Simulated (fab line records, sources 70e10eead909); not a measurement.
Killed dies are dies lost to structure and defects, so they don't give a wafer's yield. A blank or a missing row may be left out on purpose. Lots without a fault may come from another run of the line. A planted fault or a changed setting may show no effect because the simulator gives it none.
A struck lot beside a sound one | flow nand_harc | 27 steps out of a route of 1302
Sound: wafers L626.1, L626.2, L626.6. Struck: wafers L642.1, L642.2, L642.6. The cause comes at the end.
At each step with rows: each side's tool, then ch and its chambers, then its first start. Under that, the readings that differ: sound wafers | struck wafers | difference of the means | sigmas: that difference in standard deviations of wafers without a fault.
alike: readings whose means differ by less than 2 such deviations, and words and numbers that are the same on both sides. not compared: withheld readings, readings that some wafer has no value for, bounds like >300 that may hide the same value, and numbers for which the record gives no deviation and whose values overlap.
The two part at a step that has a row with sigmas, a row that says differs or no value, or rows on one side only. Numbers that don't overlap but have no deviation are shown without sigmas and don't part them. A reading that every wafer of one side lacks parts them only if that side has two wafers or more.

first, 3 steps without rows for these wafers: NHARC_P_GATE_EXPOSE_08 (exposes mask P HV); NHARC_P_GATE_PEB_09 (peb time 85 s); NHARC_P_GATE_DEVELOP_10 (time 70 s).
NHARC_P_GATE_CD_MEAS_11: target cd 1640 nm.
  sound on cd_sem-02 ch 0, day 4 22:50; struck on cd_sem-01 ch 0, day 11 05:11
  alike: cd_nm
then, 1 step without rows for these wafers: NHARC_P_GATE_HARDBAKE_12 (time 80 s).
NHARC_P_GATE_DESCUM_13: chemistry O2, time 3 s.
  sound on rie_diel-02 ch 0,2,3, day 4 22:59; struck on rie_diel-02 ch 0,2,3, day 11 05:21
  alike: chamber_pressure_mTorr, drypump_motor_current_A, oes_product_au, rf_vpp_V, showerhead_plenum_p_Torr, throttle_valve_pct
  not compared: rf_hours_counter_h
then, 6 steps without rows for these wafers: NHARC_P_GATE_ETCH_14 (etches SiO2 in dHF, target depth 48.8 nm); NHARC_P_GATE_STRIP_15 (strips in SPM, time 780 s); NHARC_P_GATE_PRECLEAN_71 (cleans in SC1); NHARC_P_GATE_SRD_72; NHARC_P_GATE_OXIDE_16 (material SiO2, target thk 3 nm, ox time 392 s); NHARC_P_GATE_CVD_17 (deposits poly-Si, target thk 150 nm, time 900 s).
NHARC_P_GATE_HM_DEP_102: deposits aC, target thk 120 nm.
  sound on acl_dep-01 ch 0, day 5 13:06; struck on acl_dep-01 ch 0, day 11 19:32
  alike: throttle_valve_pct
NHARC_P_GATE_DEP_103: deposits SiON, target thk 30 nm.
  sound on pecvd-01 ch 0,1,2, day 5 13:46; struck on pecvd-01 ch 0,1, day 11 20:14
  alike: heater_power_w
then, 8 steps without rows for these wafers: NHARC_P_GATE_DEHYDRATE_18 (time 120 s); NHARC_P_GATE_HMDS_19 (time 30 s); NHARC_P_GATE_COAT_20 (resist thk 90 nm); NHARC_P_GATE_SOFTBAKE_21 (time 55 s); NHARC_P_GATE_EBR_22; NHARC_P_GATE_EXPOSE_23 (exposes mask P GATE, target cd 120 nm); NHARC_P_GATE_PEB_24 (peb time 65 s); NHARC_P_GATE_DEVELOP_25 (develop time 35 s).
NHARC_P_GATE_CD_MEAS_26: target cd 120 nm.
  sound on cd_sem-02 ch 0, day 5 14:27; struck on cd_sem-02 ch 0, day 11 20:46
  alike: cd_nm
NHARC_P_GATE_OVL_MEAS_27:
  sound on overlay-02, day 5 14:32; struck on overlay-02, day 11 20:51
  alike: overlay_x_nm, overlay_y_nm
NHARC_P_GATE_INSPECT_28:
  sound on defect_inspect-02, day 5 14:35; struck on defect_inspect-02, day 11 20:53
  reading          | sound | struck   | difference | sigmas
  raw_defect_count | 2 7 7 | 13 24 14 | +12        | +4
NHARC_P_GATE_DESCUM_31: chemistry O2, time 3 s.
  sound on rie_diel-02 ch 2,3, day 5 14:38; struck on rie_diel-02 ch 0,2,3, day 11 20:58
  alike: chamber_pressure_mTorr, drypump_motor_current_A, oes_product_au, rf_vpp_V, showerhead_plenum_p_Torr, throttle_valve_pct
  not compared: rf_hours_counter_h
-- the record jumps here: 19 days lie between the struck wafers' starts before and after (it left off in module P_GATE and takes up again in module END, whose first step shown is number 1302 of the route) --
NHARC_END_SORT_01:
  the record has rows for the struck wafers here (prober-02 ch 0, day 30 18:48) and none for the sound ones

WHERE THEY PART
First at NHARC_P_GATE_INSPECT_28; last, within this record, at NHARC_END_SORT_01.

WHY: what the simulator had put in
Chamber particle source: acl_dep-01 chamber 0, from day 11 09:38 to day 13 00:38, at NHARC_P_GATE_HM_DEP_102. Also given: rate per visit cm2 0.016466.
